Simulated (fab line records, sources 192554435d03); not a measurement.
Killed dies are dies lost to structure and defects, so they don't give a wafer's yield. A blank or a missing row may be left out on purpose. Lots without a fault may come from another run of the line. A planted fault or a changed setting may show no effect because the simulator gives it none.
Chamber matching | flow n5_finfet | N5_FIN_CUT_CUT_ETCH_15 on rie_si-04: 4 sister chambers
The step etches Si in HBr/Cl2/O2, target depth 100 nm, bt time 10 s, time 42.4 s. 14 wafers are shown with their chamber, then 7 later ones without.

WAFERS WITH THEIR CHAMBER
wafer  | chamber | throttle_valve_pct (%) | drypump_motor_current_A (A) | oes_product_au (a.u.)
L078.3 | 0       | 37.63                  | 5.8                         | 0.968
L078.4 | 3       | 37.17                  | 5.5                         | 1.008
L078.6 | 3       | 37.16                  | 5.5                         | 1.002
L079.2 | 1       | 36.90                  | 6.1                         | 0.995
L079.3 | 3       | 37.15                  | 5.5                         | 0.999
L079.4 | 2       | 36.91                  | 6.1                         | 1.009
L081.1 | 1       | 36.88                  | 6.1                         | 0.992
L081.4 | 3       | 37.17                  | 5.5                         | 1.004
L081.6 | 0       | 37.60                  | 5.8                         | 0.974
L083.2 | 2       | 36.92                  | 6.1                         | 1.011
L083.5 | 3       | 37.16                  | 5.5                         | 1.005
L083.6 | 2       | 36.91                  | 6.0                         | 1.006
L085.1 | 3       | 37.17                  | 5.5                         | 0.998
L085.4 | 2       | 36.92                  | 6.1                         | 1.013

SIGNATURES (means of the wafers above)
reading                 | chamber 0 | chamber 1 | chamber 2 | chamber 3 | scatter within a chamber
throttle_valve_pct      | 37.6150   | 36.8900   | 36.9150   | 37.1633   | 0.0104
drypump_motor_current_A | 5.800     | 6.100     | 6.075     | 5.500     | 0.0274
oes_product_au          | 0.97100   | 0.99350   | 1.00975   | 1.00267   | 0.00347
Rule: a wafer's distance from a chamber is the root of the sum, over the readings, of the square of ((its reading less the chamber's mean) divided by the reading's scatter). The wafer belongs to the nearest chamber; if the next one is less than 2 further off, it can't be placed. The scatter: the root of (the sum of the squares of (reading less its chamber's mean) over the shown wafers, divided by (wafers less chambers)).

WAFERS WITHOUT THEIR CHAMBER
wafer  | throttle_valve_pct (%) | drypump_motor_current_A (A) | oes_product_au (a.u.)
L085.6 | 37.63                  | 5.8                         | 0.975
L086.1 | 37.16                  | 5.5                         | 0.997
L086.4 | 36.93                  | 6.0                         | 1.004
L086.5 | 37.17                  | 5.5                         | 1.005
L096.1 | 36.88                  | 6.1                         | 0.999
L096.2 | 37.63                  | 5.8                         | 0.975
L096.5 | 36.91                  | 6.1                         | 0.999

WHICH CHAMBER EACH WENT THROUGH
wafer  | from the rows above     | in truth
L085.6 | 0                       | 0
L086.1 | 3                       | 3
L086.4 | 2                       | 2
L086.5 | 3                       | 3
L096.1 | 1                       | 1
L096.2 | 0                       | 0
L096.5 | can't be placed: 1 or 2 | 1
Placed correctly: 6 of 7. Can't be placed from these rows: 1 (the true chamber is among the candidates in 1). Placed wrongly: 0.
